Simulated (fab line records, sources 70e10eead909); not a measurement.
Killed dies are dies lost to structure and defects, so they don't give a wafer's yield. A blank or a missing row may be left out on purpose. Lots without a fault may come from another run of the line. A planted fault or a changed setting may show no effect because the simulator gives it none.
Which tool did it? | flow nand_harc | 7 lots, 21 wafers sampled, at 5 steps of a route of 1302

WHAT THE GAUGES READ, wafer by wafer
NHARC_A_CONTACT_INSPECT_23.
lot  | measured     | on                | raw_defect_count
L591 | day 22 06:23 | defect_inspect-01 | 803 536 475
L594 | day 23 16:12 | defect_inspect-02 | 507 939 463
L595 | day 25 01:01 | defect_inspect-01 | 629 525 550
L601 | day 26 11:38 | defect_inspect-02 | 575 716 750
L605 | day 28 02:17 | defect_inspect-01 | 694 592 461
L609 | day 30 00:22 | defect_inspect-02 | 385 479 503
L611 | day 31 02:22 | defect_inspect-02 | 471 570 617

WHICH TOOL RAN EACH LOT (tool, then ch and the chambers of the sampled wafers, then the start)
lot  | NHARC_A_CONTACT_ETCH_136             | NHARC_A_CONTACT_STRIP_26                      | NHARC_A_CONTACT_CVD_19        | NHARC_A_CONTACT_CMP_20
L591 | har_cap_etch-03 ch 0,1, day 22 02:05 | rie_diel-07 ch 1,2, day 22 05:27 or earlier   | cvd_w-02 ch 0,1, day 22 05:27 | cmp-03 ch 0,1,3, day 22 06:01
L594 | har_cap_etch-01 ch 0,1, day 23 11:53 | rie_diel-07 ch 0,1, day 23 15:10 or earlier   | cvd_w-01 ch 0,1, day 23 15:10 | cmp-03 ch 0,1,2, day 23 15:51
L595 | har_cap_etch-01 ch 0,1, day 24 20:59 | rie_diel-05 ch 1,3, day 24 23:44 or earlier   | cvd_w-01 ch 0, day 24 23:44   | cmp-03 ch 1,2, day 25 00:37
L601 | har_cap_etch-03 ch 0,1, day 26 06:52 | rie_diel-05 ch 0,1,2, day 26 09:37 or earlier | cvd_w-01 ch 0, day 26 09:37   | cmp-01 ch 0,1,3, day 26 11:14
L605 | har_cap_etch-02 ch 0,1, day 27 22:18 | rie_diel-07 ch 0,2,3, day 28 00:59 or earlier | cvd_w-01 ch 0,1, day 28 00:59 | cmp-03 ch 2,3, day 28 01:54
L609 | har_cap_etch-02 ch 1, day 29 20:19   | rie_diel-07 ch 0,3, day 29 23:04 or earlier   | cvd_w-01 ch 0,1, day 29 23:04 | cmp-03 ch 0,1, day 29 23:58
L611 | har_cap_etch-01 ch 0,1, day 30 21:49 | rie_diel-07 ch 1,2, day 31 01:04 or earlier   | cvd_w-01 ch 0,1, day 31 01:04 | cmp-01 ch 0,3, day 31 01:58
- NHARC_A_CONTACT_ETCH_136: etches the open film in C4F8/O2/Ar, time 311 s, target depth 1912 nm.
- NHARC_A_CONTACT_STRIP_26: strips in O2.
- NHARC_A_CONTACT_CVD_19: deposits W, target thk 300 nm, time 802 s.
- NHARC_A_CONTACT_CMP_20: polishes, t overpolish 30 s, target thk 300 nm.

THE ANSWER, worked out from the rows above alone
Rule: what is usual is taken from the lots themselves. Put in order of their means at a reading, lots are off if they are a third of the lots or fewer, leave a main group of 4 or more, and stand apart from it by a gap of 3 or more times the standard deviation of the main group's means; of several such gaps the widest counts. A main group whose means are all the same, to the digits that the tables above print for the reading, isn't used. A lot without any number at a reading at which 4 lots or more have one is off too. The other lots that the step has rows for count as sound.
No lot is off at any reading shown: from this, nothing can be told.

WHAT THE SIMULATOR HAD PUT IN
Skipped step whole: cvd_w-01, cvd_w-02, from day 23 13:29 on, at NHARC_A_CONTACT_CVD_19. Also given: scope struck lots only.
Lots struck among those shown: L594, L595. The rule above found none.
